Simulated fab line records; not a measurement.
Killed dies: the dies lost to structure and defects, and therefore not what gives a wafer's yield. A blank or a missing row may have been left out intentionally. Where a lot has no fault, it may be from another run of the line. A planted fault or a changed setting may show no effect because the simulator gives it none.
A struck lot beside a sound one | flow n5 finfet | 15 steps out of a route of 1938
Sound: these wafers, L785.2, L785.4, L785.5. Wafers struck: L801.2, L801.3, L801.5. Last of all comes the cause.
At each step with rows: each side's tool, then ch and its chambers, then its first start. Under that, the readings that differ: sound wafers | struck wafers | difference of the means | sigmas: that difference in standard deviations of wafers without a fault.
alike: same words and numbers on both sides, and readings whose means sit less than 2 such deviations apart. not compared: any withheld reading, any reading some wafer has no value for, any bound like >300 that may hide the same value, and any number with overlapping values for which the record gives no deviation.
The two part at a step that has a row with sigmas, a row that says differs or no value, or rows on one side only. Non-overlapping numbers with no deviation appear without sigmas and do not part them. Lack of a reading on every wafer of one side parts them only where that side has two or more wafers.

first, 4 steps without rows for these wafers: N5_BEOL_M1_SOFTBAKE_23 (time 60 s); N5_BEOL_M1_EXPOSE_25 (exposes mask V0, defocus 5 nm, target cd 24 nm); N5_BEOL_M1_PEB_26 (peb time 60 s); N5_BEOL_M1_DEVELOP_27 (develop time 30 s).
N5_BEOL_M1_CD_MEAS_28: target cd y 23.3 nm.
  sound on cd sem-02 ch 0, day 6 22:12; struck on cd sem-01 ch 0, day 11 04:21
  alike: cd nm
N5_BEOL_M1_OVL_MEAS_29:
  sound on overlay-02 ch 0, day 6 22:14; struck on overlay-01 ch 0, day 11 04:23
  alike: V0_OVL
N5_BEOL_M1_INSPECT_30: inspects for defects (brightfield).
  struck on defect inspect-01, day 11 04:26; sound on defect inspect-02, day 6 22:17
  alike: raw defect count
N5_BEOL_M1_DESCUM_33: chemistry O2, time 7 s.
  sound on rie diel-01 ch 0,2,3, day 6 22:20; struck on rie diel-04 ch 2,3, day 11 04:28
  alike: drypump motor current A, oes product au, rf vpp V, showerhead plenum p Torr, throttle valve pct
  not compared: rf hours counter h
N5_BEOL_M1_ETCH_77: etches underlayer in N2/H2, target depth 6.5 nm, time 5.2 s.
  sound on rie diel-01 ch 0,2,3, day 6 22:22; struck on rie diel-04 ch 2,3, day 11 04:31
  alike: bias w, drypump motor current A, etch rf on time s, oes product au, rf vpp V, showerhead plenum p Torr, throttle valve pct
  not compared: rf hours counter h
N5_BEOL_M1_ETCH_69: etches SiARC in CF4, target depth 15.6 nm, time 26 s.
  sound on rie diel-01 ch 0,2,3, day 6 22:23; struck on rie diel-04 ch 2,3, day 11 04:32
  alike: bias w, drypump motor current A, etch rf on time s, mfc ar sccm, oes product au, rf vpp V, showerhead plenum p Torr, throttle valve pct
  not compared: rf hours counter h
N5_BEOL_M1_ALD_98: deposits SiO2, target thk 2.5 nm, pulse time 1 s, co reactant pulse time 1 s.
  sound on ald sin-02 ch 1,2,3, day 6 22:50; struck on ald sin-04 ch 0,1,2, day 11 04:37
  alike: heater power outer w, heater power w, precursor pulse height rel, susceptor temp C
N5_BEOL_M1_ETCHBACK_99: etches SiO2 in CHF3, target depth 5 nm, time 10.4 s.
  sound on rie diel-01 ch 0,2,3, day 7 02:31; struck on rie diel-01 ch 0,1,2, day 11 06:58
  alike: drypump motor current A, mfc ar sccm, oes_ar_750_au, oes product au, rf vpp V, showerhead plenum p Torr, throttle valve pct
  not compared: rf hours counter h
N5_BEOL_M1_ETCH_70: etches SOC in N2/H2, target depth 80 nm, overetch 16 nm, time 120 s.
  sound on rie diel-01 ch 0,2,3, day 7 02:33; struck on rie diel-01 ch 0,1,2, day 11 07:01
  reading                                    | sound             | struck            | difference | sigmas
  bias w (W)                                 | 149.5 149.8 150.1 | 169.9 171.2 169.3 | +20.3      | +46
  rf vpp V (V)                               | 527.4 521.5 520.7 | 565.5 569.6 572.0 | +45.8      | +15
  model.SiARC_of_BEOL_M1_COAT_68.thk nm (nm) | 6.4 6.4 6.2       | 5.2 5.4 5.4       | -1.0       |
  alike: drypump motor current A, oes product au, showerhead plenum p Torr, throttle valve pct
  not compared: rf hours counter h
then, 1 step without rows for these wafers: N5_BEOL_M1_STRIP_71 (strips in N2/H2).
N5_BEOL_M4_RC_MEAS_101:
  sound on prober-02 ch 0, day 9 02:28; struck on prober-01 ch 0, day 12 23:06
  alike: DIBL_N, DIBL_P, IOFF_N, IOFF_P, ION_N, ION_P, SS_N, SS_P, VT_N, VT_P

## WHERE THEY PART
Only at N5_BEOL_M1_ETCH_70, within this record. Later steps at which nothing parts them and some readings are alike: N5_BEOL_M4_RC_MEAS_101.

WHY: the cause the simulator had injected
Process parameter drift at N5_BEOL_M1_ETCH_70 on rie diel-01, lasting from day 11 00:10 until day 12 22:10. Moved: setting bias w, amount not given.
